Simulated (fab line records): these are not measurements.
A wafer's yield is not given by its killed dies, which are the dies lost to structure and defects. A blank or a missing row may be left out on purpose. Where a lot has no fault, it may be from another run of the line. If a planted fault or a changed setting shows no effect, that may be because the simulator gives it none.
fab line records    flow n5-finfet
record: lots: 7  wafers: 39
route steps=1938 shown BEOL_M8@1377 BEOL_M11@1599 BEOL_M13@1706 MIM_BOT_ETCH@1866
start-h: hours from the record's opening day to when the first of the lot's shown wafers began    wait-h: hours elapsed since this lot's preceding step    " as in the row above    L1.1+2: several wafers, shown together as one row    - no value, or no start given    * or withheld: withheld    < > ~ a bound
route shown NAME@n: names a module that has steps shown in the file, with the first one's number in the route    usual: mean/standard deviation of fault-free wafers    same: alike in all rows    chamber/n: place in a boat    sites: readings site by site    _std_site: how widely they spread, as a standard deviation    _edge_site: inner sites' mean taken away from outer sites' mean    radius-mm: how far each site lies from the wafer's centre    mask NAME#n: copy n    behind: the most recent tool/chamber to have shaped the wafer    hold: cause of the lot's hold/its duration in hours/its outcome    device: the n, p or np transistor that did not switch    end of line: at the end of the route, the tests of the same wafers    for a step that has no rows: nothing shown but its recipe    killed: count of dies lost to structure and defects at first sort (not the wafer's yield)    map: shows each die of a wafer: x if killed, . if not, _ if none is there
set.NAME: the setting the step ran with; set.NAME@STEP: the setting that earlier step ran with    model.NAME: the simulator's own value behind a step, which no gauge read
lots where settings were altered on purpose, with a table for each step and a row for each wafer
== steps ==
step: N5_BEOL_M8_TRENCH_ETCH_37
recipe: chemistry: C4F6/O2  target-depth-a: 934.78  target: SiCOH_lowk  time-s: 31.2  ion-energy-ev: 250  pressure-mtorr: 30  source-w: 345  bias-w: 185  Ar_flow_sccm: 300  C4F6_flow_sccm: 10  O2_flow_sccm: 10
lot.wafer  tool         chamber  start-h  wait-h  set.target-depth-a  model.BEOL_M8.feature-depth-nm  model.etch.depth-nm  model.TiN_of_BEOL_M8_HM_DEP_02.thk-nm
L075.1     rie-diel-06  0        -        -       934.78              94.8                            94.74                17.4
L075.2     "            3        "        "       1163                118.4                           118.4                16.8
L075.3     "            2        "        "       1163                117.2                           117.2                16.4
L075.4     "            1        "        "       934.78              96.2                            96.27                17
L075.5     "            0        "        "       1163                118.4                           118.4                16.4
L075.6     "            1        "        "       934.78              95                              94.93                16.8
L074.1     rie-diel-05  1        -        -       934.78              92                              92.04                17.4
L074.2     "            2        "        "       934.78              94.2                            94.2                 17.4
L074.3     "            3        "        "       934.78              93                              93.06                17.4
L074.4     "            0        "        "       934.78              93.8                            93.74                17.2
L074.5     "            0        "        "       934.78              93.2                            93.21                17.2
L074.6     "            1        "        "       934.78              92.8                            92.74                17.2
L082.2     rie-diel-06  3        -        -       934.78              94                              94.01                17.4
L082.3     "            2        "        "       934.78              92.4                            92.4                 17
L082.6     "            0        "        "       934.78              93.8                            93.83                17.4
L088.1     rie-diel-05  3        -        -       934.78              92.4                            92.31                17.4
L088.2     "            1        "        "       934.78              91.6                            91.63                17.4
L088.3     "            2        "        "       934.78              93                              93.08                17.4
L088.4     "            0        "        "       934.78              92.2                            92.23                17.4
L088.5     "            1        "        "       934.78              91.6                            91.59                17.6
L088.6     "            0        "        "       934.78              92.6                            92.7                 17.6
L089.1     rie-diel-05  1        -        -       486.8               47                              47.06                18.8
L089.2     "            3        "        "       486.8               47                              46.94                18.6
L089.3     "            2        "        "       934.78              91.4                            91.47                17.4
L089.4     "            1        "        "       934.78              90.4                            90.36                17.4
L089.5     "            3        "        "       486.8               46.8                            46.89                18.6
L089.6     "            2        "        "       934.78              91.2                            91.2                 17.4
L094.1     rie-diel-06  2        -        -       934.78              94.4                            94.42                17.2
L094.2     "            1        "        "       420                 42.4                            42.33                19
L094.3     "            3        "        "       934.78              95.6                            95.51                17.2
L094.4     "            0        "        "       420                 42.6                            42.6                 18.6
L094.5     "            0        "        "       420                 42.6                            42.58                19
L094.6     "            1        "        "       934.78              95.2                            95.26                17.4
L096.1     rie-diel-04  0        -        -       934.78              95.2                            95.1                 17.2
L096.2     "            3        "        "       934.78              94.4                            94.45                17
L096.3     "            1        "        "       527.1               53.2                            53.2                 18.2
L096.4     "            2        "        "       934.78              93.4                            93.41                17.6
L096.5     "            2        "        "       527.1               52.8                            52.72                18.2
L096.6     "            1        "        "       527.1               53                              52.97                17.8
step: N5_BEOL_M8_ETCH_41
recipe: chemistry: CH3F/O2  target: SiCN  target-depth-a: 319  taper-deg: 2  time-s: 57.8  ion-energy-ev: 120  mask-material: TiN  pressure-mtorr: 30  source-w: 395  bias-w: 75  Ar_flow_sccm: 150  CH3F_flow_sccm: 30  O2_flow_sccm: 20
step: N5_BEOL_M8_STRIP_80
recipe: chemistry: N2/H2  time-s: 10  power-w: 450  temp-c: 40  pressure-mtorr: 20  rf-frequency-hz: 6e+07  bias-power-w: 7  n2-flow-sccm: 200  h2-flow-sccm: 200
step: N5_BEOL_M8_OCD_MEAS_38
usual: trench-depth-nm: 93.6/1.5
lot.wafer  tool    chamber  start-h  wait-h  set.target-depth-a@BEOL_M8_TRENCH_ETCH_37  trench-depth-nm
L075.1     ocd-02  -        212.95   -       934.78                                     94.2
L075.2     "       -        "        "       1163                                       118.0
L075.3     "       -        "        "       1163                                       116.8
L075.4     "       -        "        "       934.78                                     96.1
L075.5     "       -        "        "       1163                                       118.2
L075.6     "       -        "        "       934.78                                     95.0
L074.1     ocd-02  -        228.70   -       934.78                                     92.0
L074.2     "       -        "        "       934.78                                     94.5
L074.3     "       -        "        "       934.78                                     92.9
L074.4     "       -        "        "       934.78                                     94.1
L074.5     "       -        "        "       934.78                                     93.0
L074.6     "       -        "        "       934.78                                     93.3
L082.2     ocd-02  -        270.66   -       934.78                                     94.4
L082.3     "       -        "        "       934.78                                     92.4
L082.6     "       -        "        "       934.78                                     93.8
L088.1     ocd-01  -        316.82   -       934.78                                     92.1
L088.2     "       -        "        "       934.78                                     91.8
L088.3     "       -        "        "       934.78                                     93.4
L088.4     "       -        "        "       934.78                                     92.5
L088.5     "       -        "        "       934.78                                     91.5
L088.6     "       -        "        "       934.78                                     93.1
L089.1     ocd-02  -        331.03   -       486.8                                      47.4
L089.2     "       -        "        "       486.8                                      46.9
L089.3     "       -        "        "       934.78                                     91.6
L089.4     "       -        "        "       934.78                                     90.9
L089.5     "       -        "        "       486.8                                      46.8
L089.6     "       -        "        "       934.78                                     91.2
L094.1     ocd-01  -        378.01   -       934.78                                     94.5
L094.2     "       -        "        "       420                                        42.5
L094.3     "       -        "        "       934.78                                     95.4
L094.4     "       -        "        "       420                                        43.5
L094.5     "       -        "        "       420                                        43.2
L094.6     "       -        "        "       934.78                                     95.5
L096.1     ocd-02  -        378.43   -       934.78                                     95.4
L096.2     "       -        "        "       934.78                                     94.3
L096.3     "       -        "        "       527.1                                      52.8
L096.4     "       -        "        "       934.78                                     93.3
L096.5     "       -        "        "       527.1                                      52.4
L096.6     "       -        "        "       527.1                                      52.8
step: N5_BEOL_M8_HM_STRIP_39
recipe: chemistry: peroxide-tin-strip  material: TiN  target-depth-a: 250  temp-c: 50  time-s: 158
step: N5_BEOL_M8_SRD_40
recipe: time-s: 30  temp-c: 23  rinse-liquid: diw  dry: ipa-marangoni
step: N5_BEOL_M8_ECD_50
recipe: material: Cu  target-thk-a: 3000
step: N5_BEOL_M8_ANNEAL_51
recipe: temp-c: 225  time-s: 90  ambient: N2
step: N5_BEOL_M8_CMP_52
recipe: stop-on: SiCOH_lowk  t-overpolish-s: 6.9  down-force-psi: 1  platen-rpm: 50  clearing-platen-down-force-psi: 1.5  clearing-platen-rpm: 50  post-cmp-clean: cu-alkaline  target-thk-nm: 80  clearing-platen-pad-velocity-m-s: 0.99484  pad-velocity-m-s: 0.99484
lot.wafer  tool    chamber  start-h  wait-h  set.target-depth-a@BEOL_M8_TRENCH_ETCH_37  model.Cu_of_BEOL_M8_ECD_50.thk-nm
L075.3     cmp-01  0        217.42   0.2     1163                                       103
L075.2     "       1        "        "       1163                                       104.2
L075.1     "       2        "        "       934.78                                     80.6
L075.4     "       3        "        "       934.78                                     85.2
L075.6     "       0        "        "       934.78                                     81
L075.5     "       1        "        "       1163                                       105
L074.3     cmp-01  3        234.48   0.2     934.78                                     80.8
L074.1     "       0        "        "       934.78                                     77.6
L074.4+2   "       1,2      "        "       934.78                                     79.8
L074.5     "       3        "        "       934.78                                     80
L074.6     "       0        "        "       934.78                                     79.6
L082.2+6   cmp-03  0        273.45   0.2     934.78                                     79.8
L082.3     "       2        "        "       934.78                                     78.6
L088.4+5   cmp-04  1        318.84   0.1     934.78                                     79
L088.3     "       2        "        "       934.78                                     80
L088.2     "       3        "        "       934.78                                     79.2
L088.1     "       0        "        "       934.78                                     79.6
L088.6     "       2        "        "       934.78                                     79.4
L089.2     cmp-04  3        333.05   0.2     486.8                                      34.2
L089.3     "       0        "        "       934.78                                     77
L089.1     "       1        "        "       486.8                                      32.4
L089.4     "       2        "        "       934.78                                     75.6
L089.6     "       3        "        "       934.78                                     77.6
L089.5     "       0        "        "       486.8                                      31.8
L094.1     cmp-01  2        379.64   0.3     934.78                                     80.2
L094.3     "       3        "        "       934.78                                     82
L094.4     "       0        "        "       420                                        29.2
L094.2     "       1        "        "       420                                        29
L094.5     "       2        "        "       420                                        27.8
L094.6     "       3        "        "       934.78                                     83.4
L096.3     cmp-03  0        381.75   0.2     527.1                                      38.6
L096.4     "       1        "        "       934.78                                     78.6
L096.1     "       2        "        "       934.78                                     81.6
L096.2     "       3        "        "       934.78                                     81
L096.5     "       0        "        "       527.1                                      38.8
L096.6     "       1        "        "       527.1                                      39.2
step: N5_BEOL_M8_THK_MEAS_53
recipe: thk-meas-gauge: xrf  reads: Cu_of_BEOL_M8_ECD_50
usual: M8_THK: 79.6/2.1
lot.wafer  tool           chamber  start-h  wait-h  set.target-depth-a@BEOL_M8_TRENCH_ETCH_37  M8_THK[nm]
L075.1     film-metro-01  -        217.71   -       934.78                                     79.3
L075.2     "              -        "        "       1163                                       102.5
L075.3     "              -        "        "       1163                                       101.1
L075.4     "              -        "        "       934.78                                     83.5
L075.5     "              -        "        "       1163                                       102.9
L075.6     "              -        "        "       934.78                                     79.6
L074.1     film-metro-01  -        234.78   -       934.78                                     76.9
L074.2     "              -        "        "       934.78                                     79.1
L074.3     "              -        "        "       934.78                                     79.9
L074.4     "              -        "        "       934.78                                     79.4
L074.5     "              -        "        "       934.78                                     79.1
L074.6     "              -        "        "       934.78                                     79.2
L082.2     film-metro-01  -        273.74   -       934.78                                     78.6
L082.3     "              -        "        "       934.78                                     77.2
L082.6     "              -        "        "       934.78                                     78.9
L088.1     film-metro-01  -        319.13   -       934.78                                     78.5
L088.2     "              -        "        "       934.78                                     78.4
L088.3     "              -        "        "       934.78                                     79.3
L088.4     "              -        "        "       934.78                                     78.3
L088.5     "              -        "        "       934.78                                     78.3
L088.6     "              -        "        "       934.78                                     78.5
L089.1     film-metro-02  -        333.35   -       486.8                                      32.0
L089.2     "              -        "        "       486.8                                      33.6
L089.3     "              -        "        "       934.78                                     75.9
L089.4     "              -        "        "       934.78                                     74.7
L089.5     "              -        "        "       486.8                                      31.6
L089.6     "              -        "        "       934.78                                     76.6
L094.1     film-metro-01  -        379.93   -       934.78                                     79.5
L094.2     "              -        "        "       420                                        29.0
L094.3     "              -        "        "       934.78                                     81.6
L094.4     "              -        "        "       420                                        29.0
L094.5     "              -        "        "       420                                        27.7
L094.6     "              -        "        "       934.78                                     83.0
L096.1     film-metro-01  -        382.04   -       934.78                                     81.1
L096.2     "              -        "        "       934.78                                     79.9
L096.3     "              -        "        "       527.1                                      38.0
L096.4     "              -        "        "       934.78                                     77.6
L096.5     "              -        "        "       527.1                                      38.4
L096.6     "              -        "        "       527.1                                      38.8
step: N5_BEOL_M8_PRE_CLEAN_55
recipe: gas: NH3  time-s: 15  temp-c: withheld  rf-power-w: 300
step: N5_BEOL_M8_DEP_56
recipe: material: SiCN  target-thk-a: 100  temp-c: withheld  precursor: 3MS/NH3  pressure-torr: 3  rf-w: 202  time-s: 17.5
step: N5_BEOL_M8_RS_MEAS_57
recipe: thk-meas-gauge: four-point-probe  reads: Cu_of_BEOL_M8_ECD_50+Co_of_BEOL_M8_CVD_78+TaN_of_BEOL_M8_ALD_77
usual: M8_RS: 0.285/0.008
lot.wafer  tool           chamber  start-h  wait-h  set.target-depth-a@BEOL_M8_TRENCH_ETCH_37  M8_RS[ohm/sq]
L075.1     film-metro-02  -        217.87   0.1     934.78                                     0.284
L075.2     "              -        "        "       1163                                       0.211
L075.3     "              -        "        "       1163                                       0.214
L075.4     "              -        "        "       934.78                                     0.265
L075.5     "              -        "        "       1163                                       0.209
L075.6     "              -        "        "       934.78                                     0.283
L074.1     film-metro-01  -        234.91   0.1     934.78                                     0.295
L074.2     "              -        "        "       934.78                                     0.287
L074.3     "              -        "        "       934.78                                     0.282
L074.4     "              -        "        "       934.78                                     0.287
L074.5     "              -        "        "       934.78                                     0.285
L074.6     "              -        "        "       934.78                                     0.288
L082.2     film-metro-01  -        273.87   0.1     934.78                                     0.287
L082.3     "              -        "        "       934.78                                     0.292
L082.6     "              -        "        "       934.78                                     0.286
L088.1     film-metro-01  -        319.26   0.1     934.78                                     0.287
L088.2     "              -        "        "       934.78                                     0.290
L088.3     "              -        "        "       934.78                                     0.286
L088.4     "              -        "        "       934.78                                     0.290
L088.5     "              -        "        "       934.78                                     0.290
L088.6     "              -        "        "       934.78                                     0.288
L089.1     film-metro-02  -        333.48   0.1     486.8                                      0.891
L089.2     "              -        "        "       486.8                                      0.827
L089.3     "              -        "        "       934.78                                     0.299
L089.4     "              -        "        "       934.78                                     0.305
L089.5     "              -        "        "       486.8                                      0.905
L089.6     "              -        "        "       934.78                                     0.297
L094.1     film-metro-02  -        380.07   0.1     934.78                                     0.285
L094.2     "              -        "        "       420                                        1.030
L094.3     "              -        "        "       934.78                                     0.278
L094.4     "              -        "        "       420                                        1.018
L094.5     "              -        "        "       420                                        1.096
L094.6     "              -        "        "       934.78                                     0.272
L096.1     film-metro-01  -        382.17   0.1     934.78                                     0.279
L096.2     "              -        "        "       934.78                                     0.282
L096.3     "              -        "        "       527.1                                      0.705
L096.4     "              -        "        "       934.78                                     0.292
L096.5     "              -        "        "       527.1                                      0.702
L096.6     "              -        "        "       527.1                                      0.689
step: N5_BEOL_M11_DEP_56
recipe: material: SiCN  target-thk-a: 300  temp-c: withheld  precursor: 3MS/NH3  pressure-torr: 3  rf-w: 675  time-s: 10.5
lot.wafer   tool      chamber  start-h  wait-h  set.target-thk-a  model.SiCN_of_BEOL_M11_DEP_56.thk-nm
L075.1      pecvd-03  1        254.74   0.0     300               29
L075.2      "         0        "        "       300               29.8
L075.3+6    "         2,1      "        "       300               30
L075.4      "         2        "        "       300               30.2
L075.5      "         0        "        "       300               30.4
L074.1+3+4  pecvd-03  2,1,1    267.87   0.0     300               29.8
L074.2      "         0        "        "       300               30
L074.5      "         2        "        "       300               30.4
L074.6      "         0        "        "       300               30.8
L082.2      pecvd-02  2        297.61   0.0     300               29.6
L082.3      "         1        "        "       300               29.8
L082.6      "         0        "        "       300               30.2
L088.1      pecvd-03  2        344.24   0.0     300               29.8
L088.2      "         1        "        "       138               14
L088.3      "         0        "        "       300               30.4
L088.4      "         1        "        "       300               30.6
L088.5      "         2        "        "       138               14.2
L088.6      "         0        "        "       138               14.6
L089.1      pecvd-01  1        369.03   0.0     300               30
L089.2+5    "         0,1      "        "       354               35.4
L089.3      "         2        "        "       300               30.2
L089.4      "         0        "        "       300               30.4
L089.6      "         2        "        "       354               36
L096.1      pecvd-01  2        412.02   0.0     448.1             44.6
L096.2      "         1        "        "       300               30.4
L096.3      "         0        "        "       300               29.8
L096.4      "         2        "        "       448.1             45.2
L096.5      "         0        "        "       300               30.6
L096.6      "         1        "        "       448.1             45.8
L094.1      pecvd-01  1        412.47   0.0     173.1             17.4
L094.2      "         2        "        "       173.1             16.8
L094.3      "         0        "        "       300               29.8
L094.4+5    "         1,2      "        "       300               30.2
L094.6      "         0        "        "       173.1             17.6
step: N5_BEOL_M13_SPUTTER_44
recipe: material: Ta  target-thk-a: 100  temp-c: 50  bias-v: 80  power-w: 15000  chamber-pressure-pa: 0.07  time-s: 16.13
lot.wafer   tool            chamber  start-h  wait-h  set.target-thk-a  model.Ta_of_BEOL_M13_SPUTTER_44.thk-nm
L075.1+6    pvd-sputter-01  -        272.38   0.0     77.63             7.8
L075.2      "               -        "        "       77.63             7.6
L075.3+5    "               -        "        "       100               9.8
L075.4      "               -        "        "       100               10
L074.1+6    pvd-sputter-02  -        286.41   0.0     131.7             13
L074.2+4    "               -        "        "       100               9.8
L074.3      "               -        "        "       131.7             12.8
L074.5      "               -        "        "       100               9.6
L082.2+3+6  pvd-sputter-03  -        307.23   0.0     100               10
L088.1+2+5  pvd-sputter-01  -        358.46   0.0     100               10
L088.3      "               -        "        "       100               10.2
L088.4+6    "               -        "        "       100               9.8
L089.1+2    pvd-sputter-02  -        378.67   0.0     60.26             6
L089.3      "               -        "        "       60.26             6.2
L089.4+5+6  "               -        "        "       100               10
L094.1+6    pvd-sputter-03  -        423.02   0.0     62.52             6.4
L094.2+3+5  "               -        "        "       100               10
L094.4      "               -        "        "       62.52             6.2
L096.1+3+5  pvd-sputter-02  -        423.81   0.0     120.5             12.4
L096.2+4+6  "               -        "        "       100               10.2
step: N5_BEOL_M13_SPUTTER_45
recipe: material: Cu  target-thk-a: 800  temp-c: -20  bias-v: 60  power-w: 26000  chamber-pressure-pa: 0.13  time-s: 13.33
step: N5_BEOL_M13_ECD_47
recipe: material: Cu  target-thk-a: 9360
step: N5_BEOL_M13_ANNEAL_48
recipe: temp-c: 225  time-s: 90  ambient: N2
step: N5_BEOL_M13_CMP_49
recipe: stop-on: SiOC  t-overpolish-s: 17.1  down-force-psi: 1  platen-rpm: 50  clearing-platen-down-force-psi: 1.5  clearing-platen-rpm: 50  post-cmp-clean: cu-alkaline  target-thk-nm: 420  clearing-platen-pad-velocity-m-s: 0.99484  pad-velocity-m-s: 0.99484
usual: barrier-field-endpoint-s: 30.1/0.64
lot.wafer  tool    chamber  start-h  wait-h  set.target-thk-a@BEOL_M13_SPUTTER_44  barrier-field-endpoint-s
L075.2     cmp-03  0        273.04   0.2     77.63                                 26.6
L075.4     "       1        "        "       100                                   29.7
L075.1     "       2        "        "       77.63                                 26.7
L075.3     "       3        "        "       100                                   29.7
L075.5     "       0        "        "       100                                   29.7
L075.6     "       1        "        "       77.63                                 27.3
L074.4     cmp-04  2        287.70   0.1     100                                   30.1
L074.2     "       3        "        "       100                                   30.0
L074.3     "       0        "        "       131.7                                 35.1
L074.1     "       1        "        "       131.7                                 34.5
L074.6     "       2        "        "       131.7                                 34.4
L074.5     "       3        "        "       100                                   30.7
L082.3     cmp-03  1        307.88   0.2     100                                   30.1
L082.2     "       2        "        "       100                                   29.6
L082.6     "       1        "        "       100                                   29.5
L088.3     cmp-02  3        359.27   0.2     100                                   30.9
L088.2     "       0        "        "       100                                   30.4
L088.4     "       1        "        "       100                                   30.9
L088.1     "       2        "        "       100                                   30.5
L088.5     "       3        "        "       100                                   30.9
L088.6     "       0        "        "       100                                   31.5
L089.3     cmp-03  1        379.34   0.2     60.26                                 24.2
L089.4     "       2        "        "       100                                   30.1
L089.1     "       3        "        "       60.26                                 24.4
L089.2     "       0        "        "       60.26                                 24.4
L089.5     "       1        "        "       100                                   29.6
L089.6     "       2        "        "       100                                   29.2
L094.1     cmp-02  3        424.17   0.3     62.52                                 26.3
L094.4     "       0        "        "       62.52                                 26.0
L094.3     "       1        "        "       100                                   29.7
L094.2     "       2        "        "       100                                   29.8
L094.5     "       3        "        "       100                                   29.8
L094.6     "       0        "        "       62.52                                 25.4
L096.1     cmp-04  0        424.99   0.3     120.5                                 32.3
L096.2     "       1        "        "       100                                   29.8
L096.4     "       2        "        "       100                                   30.5
L096.3     "       3        "        "       120.5                                 32.3
L096.6     "       0        "        "       100                                   30.6
L096.5     "       1        "        "       120.5                                 32.6
step: N5_MIM_BOT_ETCH_ETCH_04
recipe: chemistry: CF4/O2  target: SiNx  target-depth-a: 260  time-s: 13  ion-energy-ev: 100  pressure-mtorr: 40  source-w: 535  bias-w: 49  Ar_flow_sccm: 100  cf4-flow-sccm: 100  O2_flow_sccm: 10
lot.wafer  tool         chamber  start-h  wait-h  set.time-s  model.etch.depth-nm  model.MIM_BOT_ETCH.cd-offset-nm
L075.1     rie-diel-05  1        293.71   0.0     13          25.25                0
L075.2     "            0        "        "       13          25.74                0
L075.3     "            3        "        "       9.045       17.63                0.4
L075.4     "            2        "        "       9.045       17.79                0.4
L075.5     "            2        "        "       13          25.65                0
L075.6     "            1        "        "       9.045       17.6                 0.4
L074.1     rie-diel-06  2        307.99   0.0     13          25.86                0.2
L074.2     "            0        "        "       13          25.98                0.2
L074.3     "            3        "        "       17.72       36.33                -0.4
L074.4     "            1        "        "       17.72       36.05                -0.4
L074.5     "            0        "        "       17.72       35.17                -0.2
L074.6     "            1        "        "       13          26.34                0
L082.2     rie-diel-06  1        329.09   0.0     13          26.29                0
L082.3     "            3        "        "       13          26.66                -0.2
L082.6     "            3        "        "       13          26.64                -0.2
L088.1     rie-diel-05  3        375.92   0.0     15.52       30.2                 -0.4
L088.2     "            0        "        "       13          25.66                0
L088.3     "            1        "        "       13          25.45                0
L088.4     "            2        "        "       13          25.2                 -0.2
L088.5     "            1        "        "       15.52       30.53                -0.4
L088.6     "            2        "        "       15.52       30.56                -0.4
L089.1     rie-diel-05  3        398.98   0.0     5.47        10.64                0.6
L089.2     "            2        "        "       13          25.29                -0.2
L089.3     "            1        "        "       5.47        10.75                0.6
L089.4     "            0        "        "       13          25.45                0
L089.5     "            1        "        "       5.47        10.71                0.6
L089.6     "            2        "        "       13          25.19                -0.2
L094.1     rie-diel-05  1        438.91   0.0     18.23       35.73                -0.4
L094.2     "            0        "        "       13          25.6                 0
L094.3     "            3        "        "       13          25.38                0
L094.4     "            2        "        "       18.23       35.51                -0.6
L094.5     "            3        "        "       18.23       35.2                 -0.6
L094.6     "            0        "        "       13          25.74                0
L096.1     rie-diel-06  0        447.96   0.0     10.12       19.85                0.4
L096.2     "            3        "        "       10.12       20.51                0.2
L096.3     "            1        "        "       13          25.66                0
L096.4     "            2        "        "       13          26                   0
L096.5     "            3        "        "       10.12       20.48                0.2
L096.6     "            2        "        "       13          25.76                0
== key ==
split: step: N5_BEOL_M8_TRENCH_ETCH_37  setting: target-depth-a  stated: 934.78  by: wafer
response: step: N5_BEOL_M8_TRENCH_ETCH_37  reading: model.BEOL_M8.feature-depth-nm  change: +0.94  per: 1%  r: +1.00
response: step: N5_BEOL_M8_TRENCH_ETCH_37  reading: model.etch.depth-nm  change: +0.941  per: 1%  r: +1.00
response: step: N5_BEOL_M8_TRENCH_ETCH_37  reading: model.TiN_of_BEOL_M8_HM_DEP_02.thk-nm  change: -0.0251  per: 1%  r: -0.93
response: step: N5_BEOL_M8_OCD_MEAS_38  reading: trench-depth-nm  change: +0.939  per: 1%  r: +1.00
response: step: N5_BEOL_M8_CMP_52  reading: model.Cu_of_BEOL_M8_ECD_50.thk-nm  change: +0.943  per: 1%  r: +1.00
response: step: N5_BEOL_M8_THK_MEAS_53  reading: M8_THK  change: +0.932  per: 1%  r: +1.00
response: step: N5_BEOL_M8_RS_MEAS_57  reading: M8_RS  change: -0.0114  per: 1%  r: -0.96
split: step: N5_BEOL_M11_DEP_56  setting: target-thk-a  stated: 300  by: wafer
response: step: N5_BEOL_M11_DEP_56  reading: model.SiCN_of_BEOL_M11_DEP_56.thk-nm  change: +0.3  per: 1%  r: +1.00
split: step: N5_BEOL_M13_SPUTTER_44  setting: target-thk-a  stated: 100  by: wafer
response: step: N5_BEOL_M13_SPUTTER_44  reading: model.Ta_of_BEOL_M13_SPUTTER_44.thk-nm  change: +0.0994  per: 1%  r: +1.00
response: step: N5_BEOL_M13_CMP_49  reading: barrier-field-endpoint-s  change: +0.123  per: 1%  r: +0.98
split: step: N5_MIM_BOT_ETCH_ETCH_04  setting: time-s  stated: 13  by: wafer
response: step: N5_MIM_BOT_ETCH_ETCH_04  reading: model.etch.depth-nm  change: +0.255  per: 1%  r: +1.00
response: step: N5_MIM_BOT_ETCH_ETCH_04  reading: model.MIM_BOT_ETCH.cd-offset-nm  change: -0.013  per: 1%  r: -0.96
